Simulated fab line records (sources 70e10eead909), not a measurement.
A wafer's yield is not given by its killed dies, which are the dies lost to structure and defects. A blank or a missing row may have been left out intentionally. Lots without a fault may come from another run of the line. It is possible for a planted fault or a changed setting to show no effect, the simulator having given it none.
fab line records + flow nand-harc
record
- lots=6
- wafers=18
- last-day=23
route steps=1159 shown P_GATE@187
lots untouched by any fault: they come from a run of this same line in which no faults occurred
start-h: start of the lot's first displayed wafer, in hours after the record's first day + wait-h: hours from the lot's prior step to this one + " as in the row above + L1.1+2: a single row standing in for several wafers + - no value present, or no start provided + * or withheld: withheld + < > ~ a bound
route shown NAME@n: NAME is a module with steps in the file, n the number in the route of the first one + usual: mean/standard deviation of fault-free wafers + same: alike in all rows + chamber/n: place in a boat + sites: the reading at each site + _std_site: the values' standard deviation + _edge_site: inner sites' mean taken away from outer sites' mean + radius-mm: how far each site lies from the wafer's centre + mask NAME#n: copy n + behind: the most recent tool/chamber to have shaped the wafer + hold: what put the lot on hold/how long, in hours/how the hold closed + device: names the non-switching transistor (n, p or np) + end of line: the same wafers' tests at the end of the route + step lacking rows: just its recipe + killed: not the wafer's yield, but the dies lost to structure and defects at the first sort + map: the dies of a wafer, with x for killed, . for not killed, _ for no die there
set.NAME: the setting that was run; set.NAME@STEP: the one run at that earlier step + model.NAME: the simulator's own value behind a step, which no gauge read
lots at some steps of the route; a table a step, a row a wafer
services: a tool's chamber out of use, with start hour (start-h, from the record's first day; less than 0 if before it), hours out, and reason
## steps
# step NHARC_P_GATE_DESCUM_61
# recipe
- time-s=3
- o2-flow-sccm=200
- ar-flow-sccm=0
- bias-power-w=0
- chemistry=O2
# usual
- drypump-motor-current-A=5.8/0.39
- oes-product-au=1.000/0.015
- rf-vpp-V=57.8/0.84
- showerhead-plenum-p-Torr=1.91/0.099
- throttle-valve-pct=11.312/0.0096
| lot.wafer | tool        | chamber | start-h | wait-h | drypump-motor-current-A | oes-product-au | rf-hours-counter-h | rf-vpp-V | showerhead-plenum-p-Torr | throttle-valve-pct |
|-----------|-------------|---------|---------|--------|-------------------------|----------------|--------------------|----------|--------------------------|--------------------|
| L496.1    | rie-diel-12 | 3       | 122.02  | -      | 5.9                     | 1.011          | 18                 | 58.4     | 1.99                     | 11.290             |
| L496.6    | "           | 2       | "       | "      | 6.0                     | 0.991          | -                  | 58.0     | 2.06                     | 11.317             |
| L496.5    | "           | 3       | "       | "      | 5.9                     | 1.027          | -                  | 56.9     | 1.99                     | 11.311             |
| L499.4    | rie-diel-12 | 1       | 140.98  | -      | 5.4                     | 0.993          | 20                 | 56.8     | 1.85                     | 11.330             |
| L499.3    | "           | 2       | "       | "      | 6.0                     | 1.003          | 19                 | 58.3     | 2.06                     | 11.319             |
| L499.1    | "           | 3       | "       | "      | 5.9                     | 1.009          | 19                 | 58.0     | 1.99                     | 11.306             |
| L500.1    | rie-diel-03 | 2       | 145.78  | -      | 5.8                     | 0.996          | 35                 | 57.0     | 1.99                     | 11.299             |
| L500.6    | "           | 3       | "       | "      | 5.2                     | 1.002          | -                  | 58.3     | 1.85                     | 11.313             |
| L500.5    | "           | 0       | "       | "      | 5.7                     | 0.995          | -                  | 57.7     | 1.95                     | 11.327             |
| L507.4    | rie-diel-03 | 3       | 207.08  | -      | 5.2                     | 0.998          | 49                 | 57.3     | 1.84                     | 11.309             |
| L507.5    | "           | 0       | "       | "      | 5.7                     | 0.994          | -                  | 57.3     | 1.94                     | 11.315             |
| L507.6    | "           | 1       | "       | "      | 5.3                     | 0.988          | -                  | 57.3     | 1.85                     | 11.318             |
| L510.4    | rie-diel-03 | 1       | 208.43  | -      | 5.3                     | 0.983          | 59                 | 57.8     | 1.85                     | 11.305             |
| L510.2    | "           | 2       | "       | "      | 5.7                     | 1.005          | 58                 | 58.9     | 1.98                     | 11.310             |
| L510.5    | "           | 1       | "       | "      | 5.2                     | 0.983          | -                  | 56.8     | 1.85                     | 11.293             |
| L512.4    | rie-diel-12 | 3       | 214.73  | -      | 6.0                     | 1.022          | 0                  | 58.8     | 1.99                     | 11.326             |
| L512.2    | "           | 1       | "       | "      | 5.4                     | 1.026          | 1                  | 57.4     | 1.84                     | 11.314             |
| L512.5    | "           | 0       | "       | "      | 6.1                     | 0.993          | -                  | 57.1     | 1.78                     | 11.324             |
# step NHARC_P_GATE_IMPLANT_62
# recipe
- energy-kev=20
- dose-cm2=3e+15
- tilt-deg=7
# step NHARC_P_GATE_STRIP_112
# recipe
- power-w=1500
- temp-c=110
- time-s=200
- chemistry=N2/H2
# usual
- drypump-motor-current-A=5.7/0.56
- heater-power-w=91/6.2
- temp-c=110.02/0.15
| lot.wafer | tool            | chamber | start-h | wait-h | drypump-motor-current-A | heater-power-w | rf-hours-counter-h | temp-c |
|-----------|-----------------|---------|---------|--------|-------------------------|----------------|--------------------|--------|
| L496.1    | plasma-asher-02 | 0       | 122.42  | 0.2    | 6.4                     | 103            | 38                 | 110.01 |
| L496.5    | "               | 1       | "       | "      | 5.2                     | 91             | -                  | 109.99 |
| L496.6    | "               | 0       | "       | "      | 6.4                     | 99             | -                  | 109.89 |
| L499.1    | plasma-asher-01 | 1       | 141.35  | 0.2    | 6.2                     | 95             | 13                 | 109.74 |
| L499.4    | "               | 1       | "       | "      | 6.2                     | 95             | -                  | 109.82 |
| L499.3    | "               | 0       | "       | "      | 5.1                     | 83             | -                  | 109.95 |
| L500.1    | plasma-asher-02 | 1       | 146.11  | 0.2    | 5.1                     | 93             | 47                 | 109.94 |
| L500.6    | "               | 1       | "       | "      | 5.1                     | 94             | -                  | 109.92 |
| L500.5    | "               | 0       | "       | "      | 6.4                     | 102            | -                  | 109.83 |
| L507.4    | plasma-asher-01 | 1       | 207.56  | 0.3    | 6.2                     | 93             | -                  | 109.99 |
| L507.6    | "               | 0       | "       | "      | 5.2                     | 80             | -                  | 109.97 |
| L507.5    | "               | 1       | "       | "      | 6.2                     | 95             | -                  | 110.06 |
| L510.2    | plasma-asher-01 | 1       | 208.84  | 0.2    | 6.2                     | 95             | 35                 | 110.03 |
| L510.4    | "               | 1       | "       | "      | 6.2                     | 91             | -                  | 109.90 |
| L510.5    | "               | 1       | "       | "      | 6.2                     | 92             | -                  | 109.85 |
| L512.2    | plasma-asher-01 | 0       | 215.10  | 0.2    | 5.1                     | 84             | 38                 | 110.14 |
| L512.4    | "               | 0       | "       | "      | 5.2                     | 83             | -                  | 110.06 |
| L512.5    | "               | 1       | "       | "      | 6.2                     | 92             | -                  | 109.74 |
# step NHARC_P_GATE_STRIP_76
# recipe
- power-w=1500
- temp-c=250
- chemistry=O2
# usual
- drypump-motor-current-A=5.7/0.55
- heater-power-w=339/23
- temp-c=250.01/0.19
| lot.wafer | tool            | chamber | start-h | wait-h | drypump-motor-current-A | heater-power-w | rf-hours-counter-h | temp-c |
|-----------|-----------------|---------|---------|--------|-------------------------|----------------|--------------------|--------|
| L496.1    | plasma-asher-02 | 0       | 122.65  | 0.2    | 6.4                     | 387            | 39                 | 249.93 |
| L496.5    | "               | 1       | "       | "      | 5.1                     | 356            | -                  | 249.89 |
| L496.6    | "               | 0       | "       | "      | 6.4                     | 374            | -                  | 249.96 |
| L499.1    | plasma-asher-01 | 1       | 141.61  | 0.2    | 6.2                     | 353            | 13                 | 250.16 |
| L499.4    | "               | 1       | "       | "      | 6.2                     | 353            | -                  | 250.44 |
| L499.3    | "               | 0       | "       | "      | 5.2                     | 317            | -                  | 249.70 |
| L500.1    | plasma-asher-02 | 1       | 146.37  | 0.2    | 5.2                     | 344            | 47                 | 250.23 |
| L500.6    | "               | 1       | "       | "      | 5.2                     | 347            | -                  | 250.16 |
| L500.5    | "               | 0       | "       | "      | 6.4                     | 384            | -                  | 249.76 |
| L507.4    | plasma-asher-01 | 1       | 207.73  | 0.1    | 6.2                     | 353            | -                  | 250.03 |
| L507.6    | "               | 0       | "       | "      | 5.1                     | 304            | -                  | 250.18 |
| L507.5    | "               | 1       | "       | "      | 6.2                     | 347            | -                  | 250.18 |
| L510.2    | plasma-asher-01 | 1       | 209.07  | 0.2    | 6.2                     | 357            | 35                 | 250.05 |
| L510.4    | "               | 1       | "       | "      | 6.2                     | 349            | -                  | 250.03 |
| L510.5    | "               | 1       | "       | "      | 6.2                     | 349            | -                  | 250.03 |
| L512.2    | plasma-asher-01 | 0       | 215.37  | 0.2    | 5.2                     | 309            | 38                 | 250.30 |
| L512.4    | "               | 0       | "       | "      | 5.2                     | 309            | -                  | 250.04 |
| L512.5    | "               | 1       | "       | "      | 6.2                     | 359            | -                  | 250.01 |
# step NHARC_P_GATE_STRIP_63
# recipe
- time-s=900
- temp-c=130
- chemistry=SPM
# step NHARC_P_GATE_DEHYDRATE_83
# recipe
- temp-c=150
- time-s=120
# step NHARC_P_GATE_HMDS_84
# recipe
- time-s=30
# step NHARC_P_GATE_COAT_85
# recipe
- spin-rpm=3000
# step NHARC_P_GATE_SOFTBAKE_86
# recipe
- temp-c=122
- time-s=95
# step NHARC_P_GATE_EBR_87
# step NHARC_P_GATE_EXPOSE_88
# recipe
- na=0.6
- target-cd-nm=2000
- dose-mj=11.87
- mask-id=P_HVN
# step NHARC_P_GATE_PEB_89
# recipe
- peb-temp-c=118
- peb-time-s=85
# step NHARC_P_GATE_DEVELOP_90
# recipe
- time-s=70
# usual
- chill-plate-temp-C=23.00/0.11
- exhaust-pa=45.1/0.79
- resist-line-temp-C=23.01/0.1
| lot.wafer | tool           | chamber | start-h | wait-h | chill-plate-temp-C | exhaust-pa | resist-line-temp-C |
|-----------|----------------|---------|---------|--------|--------------------|------------|--------------------|
| L496.1    | litho-track-02 | 0       | 123     | -      | 23.10              | 45.1       | 22.80              |
| L496.5    | "              | 0       | "       | "      | 23.08              | 44.7       | 22.86              |
| L496.6    | "              | 0       | "       | "      | 22.99              | 44.6       | 23.01              |
| L499.1    | litho-track-03 | -       | 142     | -      | -                  | -          | -                  |
| L499.3    | "              | -       | "       | "      | -                  | -          | -                  |
| L499.4    | "              | -       | "       | "      | -                  | -          | -                  |
| L500.1    | litho-track-03 | -       | 147     | -      | -                  | -          | -                  |
| L500.5    | "              | -       | "       | "      | -                  | -          | -                  |
| L500.6    | "              | -       | "       | "      | -                  | -          | -                  |
| L507.4    | litho-track-02 | 0       | 208     | -      | 23.00              | 44.0       | 22.95              |
| L507.5    | "              | 0       | "       | "      | 23.07              | 44.7       | 22.90              |
| L507.6    | "              | 0       | "       | "      | 23.08              | 44.1       | 22.85              |
| L510.2    | litho-track-03 | 0       | 209     | -      | 22.86              | 45.1       | 22.88              |
| L510.4    | "              | 0       | "       | "      | 22.84              | 46.6       | 23.08              |
| L510.5    | "              | 0       | "       | "      | 22.84              | 44.5       | 23.04              |
| L512.2    | litho-track-05 | 0       | 216     | -      | 22.97              | 44.5       | 23.08              |
| L512.4    | "              | 0       | "       | "      | 22.91              | 46.3       | 22.97              |
| L512.5    | "              | 0       | "       | "      | 22.89              | 43.6       | 23.02              |
# step NHARC_P_GATE_CD_MEAS_91
# recipe
- target-cd-nm=2000
- landing-energy-ev=500
# usual
- cd-nm=1999.0/3
| lot.wafer | tool      | chamber | start-h | wait-h | cd-nm  |
|-----------|-----------|---------|---------|--------|--------|
| L496.1    | cd-sem-01 | 0       | 123.44  | -      | 1994.5 |
| L496.5    | "         | 0       | "       | "      | 1997.4 |
| L496.6    | "         | 0       | "       | "      | 1993.6 |
| L499.1    | cd-sem-03 | 0       | 142.54  | -      | 2002.0 |
| L499.3    | "         | 0       | "       | "      | 2002.7 |
| L499.4    | "         | 0       | "       | "      | 2003.0 |
| L500.1    | cd-sem-03 | 0       | 147.17  | -      | 2001.5 |
| L500.5    | "         | 0       | "       | "      | 2001.4 |
| L500.6    | "         | 0       | "       | "      | 2003.4 |
| L507.4    | cd-sem-03 | 0       | 208.62  | -      | 2000.9 |
| L507.5    | "         | 0       | "       | "      | 1995.7 |
| L507.6    | "         | 0       | "       | "      | 1999.9 |
| L510.2    | cd-sem-02 | 0       | 209.98  | -      | 2000.6 |
| L510.4    | "         | 0       | "       | "      | 2002.1 |
| L510.5    | "         | 0       | "       | "      | 1999.6 |
| L512.2    | cd-sem-03 | 0       | 216.17  | -      | 1995.5 |
| L512.4    | "         | 0       | "       | "      | 1997.4 |
| L512.5    | "         | 0       | "       | "      | 1994.2 |
## services
| tool            | chamber | start-h | hours | kind       |
|-----------------|---------|---------|-------|------------|
| plasma-asher-01 | -       | 99.00   | 9.0   | pm         |
| plasma-asher-01 | 0       | 99.00   | 9.0   | vent-cycle |
| plasma-asher-01 | 1       | 99.00   | 9.0   | vent-cycle |
| rie-diel-12     | -       | 102.47  | 0.4   | repair     |
| rie-diel-12     | 0       | 107.97  | -     | clean      |
| rie-diel-12     | 1       | 107.97  | -     | clean      |
| rie-diel-12     | 2       | 107.97  | -     | clean      |
| rie-diel-12     | 3       | 107.97  | -     | clean      |
| plasma-asher-01 | 0       | 108.00  | -     | clean      |
| plasma-asher-01 | 1       | 108.00  | -     | clean      |
| rie-diel-03     | 0       | 122.52  | -     | clean      |
| rie-diel-03     | 1       | 122.52  | -     | clean      |
| rie-diel-03     | 2       | 122.52  | -     | clean      |
| rie-diel-03     | 0       | 133.06  | 6.9   | repair     |
| litho-track-02  | -       | 165.00  | 7.0   | pm         |
| plasma-asher-02 | -       | 183.00  | 9.0   | pm         |
| plasma-asher-02 | 0       | 183.00  | 9.0   | vent-cycle |
| plasma-asher-02 | 1       | 183.00  | 9.0   | vent-cycle |
| plasma-asher-02 | 0       | 192.00  | -     | clean      |
| plasma-asher-02 | 1       | 192.00  | -     | clean      |
| plasma-asher-01 | -       | 194.09  | 2.6   | repair     |
| rie-diel-12     | -       | 202.40  | 9.0   | pm         |
| litho-track-03  | -       | 213.00  | 7.0   | pm         |
| rie-diel-03     | -       | 215.32  | 9.0   | pm         |
## key
first-sign
- step=NHARC_P_GATE_DEVELOP_90
- reading=tool-record
- direction=missing
effect none on later readings
met-at NHARC_P_GATE_DEVELOP_90
struck-wafers L499.1,L499.3,L499.4,L500.1,L500.5,L500.6
sort-left-out L499.1,L499.3,L499.4,L500.1,L500.5,L500.6
tester-left-out L499,L500
fault
- kind=skipped-step-whole
- tool=litho-track-03
- chamber=-
- onset-h=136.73
- steps=NHARC_P_GATE_DEVELOP_90
- scope=struck-lots-only
# tester-left-out: of these lots the tester's yield and bins aren't shown, on N5 and GAA mostly nor the transistor test; their killed dies are dies lost to structure and defects alone, not to doping, threshold or leakage, so they don't give the yield
# sort-left-out: the simulated sort isn't trusted on such a fault, so these wafers' sort isn't shown, and their yield isn't known
